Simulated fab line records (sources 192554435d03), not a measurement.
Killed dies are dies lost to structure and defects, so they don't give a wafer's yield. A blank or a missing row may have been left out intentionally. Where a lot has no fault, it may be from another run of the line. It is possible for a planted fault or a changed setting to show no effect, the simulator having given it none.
Split-lot trial	flow n5_finfet	21 wafers read across 7 lots, on a route 1938 steps long

## SPLIT DETAILS
At N5_BEOL_M4_EXPOSE_25 (exposes mask V3, defocus 5 nm), the setting dose_mj was moved away from the recipe's 63 on 8 of the 21 wafers read, by -6.0% to +7.2%. All remaining wafers had this setting at the recipe value.

## FROM THE SPLIT TO THE READING: what the file shows between them, 2 steps
- N5_BEOL_M4_PEB_26: peb time 60 s
- N5_BEOL_M4_DEVELOP_27: develop time 30 s

## THE READING
cd_nm, in nm, at N5_BEOL_M4_CD_MEAS_28 (target cd 26.2 nm, target cd y 24.1 nm). Fault-free wafers of this fab line usually give 26.27 nm, standard deviation 0.29 nm.

wafer	tool, chamber at the split	dose_mj as run	against the recipe	cd_nm, nm	against lot-mates on the recipe
L075.1	euv_scanner-02, 0	63	recipe	26.37	-
L075.2	euv_scanner-02, 0	67.56	+7.2%	27.56	+1.11
L075.3	euv_scanner-02, 0	63	recipe	26.53	-
L079.1	euv_scanner-02, 0	66.49	+5.5%	27.26	+0.97
L079.2	euv_scanner-02, 0	66.49	+5.5%	27.21	+0.92
L079.5	euv_scanner-02, 0	63	recipe	26.29	-
L081.3	euv_scanner-01, 0	63	recipe	25.99	-
L081.5	euv_scanner-01, 0	67.43	+7.0%	27.55	+1.52
L081.6	euv_scanner-01, 0	63	recipe	26.07	-
L086.2	euv_scanner-01, 0	59.2	-6.0%	25.25	-0.94
L086.4	euv_scanner-01, 0	63	recipe	26.01	-
L086.6	euv_scanner-01, 0	63	recipe	26.36	-
L091.3	euv_scanner-01, 0	60.28	-4.3%	25.28	no lot-mate on the recipe
L091.4	euv_scanner-01, 0	60.28	-4.3%	25.29	no lot-mate on the recipe
L091.6	euv_scanner-01, 0	60.28	-4.3%	25.44	no lot-mate on the recipe
L090.4	euv_scanner-01, 0	63	recipe	26.28	-
L090.5	euv_scanner-01, 0	63	recipe	26.05	-
L090.6	euv_scanner-01, 0	63	recipe	26.12	-
L097.1	euv_scanner-02, 0	63	recipe	26.32	-
L097.2	euv_scanner-02, 0	63	recipe	25.80	-
L097.4	euv_scanner-02, 0	63	recipe	26.26	-

THE FIT
A straight line over all 21 wafers: cd_nm changes by +0.187 nm for each +1% of dose_mj; r = +0.97; the points scatter about the line by 0.17 nm.
The same after taking each lot's own level away (the mean of its wafers on the recipe; 18 wafers): +0.173 nm for each +1%; r = +0.97; scatter 0.16 nm.
That fit puts the effect of the largest move of dose_mj on the reading at 1.3 nm.
The lots' own levels span 26.030 to 26.450 nm, that is 1.4 times the standard deviation above.
So the lot-to-lot level changes the slope little: the two slopes agree.
Check: +1.32 nm against its lot-mates is what the line predicts for one of the wafers moved furthest among these (+7.2%) when that wafer is left out of the fit. Against them it came out at +1.11 nm.

## OTHER SPLITS ON THESE WAFERS
Before the reading, these wafers also passed through other splits. Each is held against what the fit with the lots' levels taken away leaves over:
other split on the same wafers	wafers away from the commonest value	r with cd_nm (lot level and that fit taken away)
N5_BEOL_M3_ETCH_64 time_s	12	+0.25
N5_BEOL_M3_COAT_76 spin_rpm	6	+0.31
N5_BEOL_M4_EXPOSE_08 dose_mj	7	-0.05
N5_BEOL_M4_ETCH_64 bias_w	7	-0.07

## THE FILE'S OWN FIT
cd_nm changes by +0.175 nm for each +1% of dose_mj, r = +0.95.
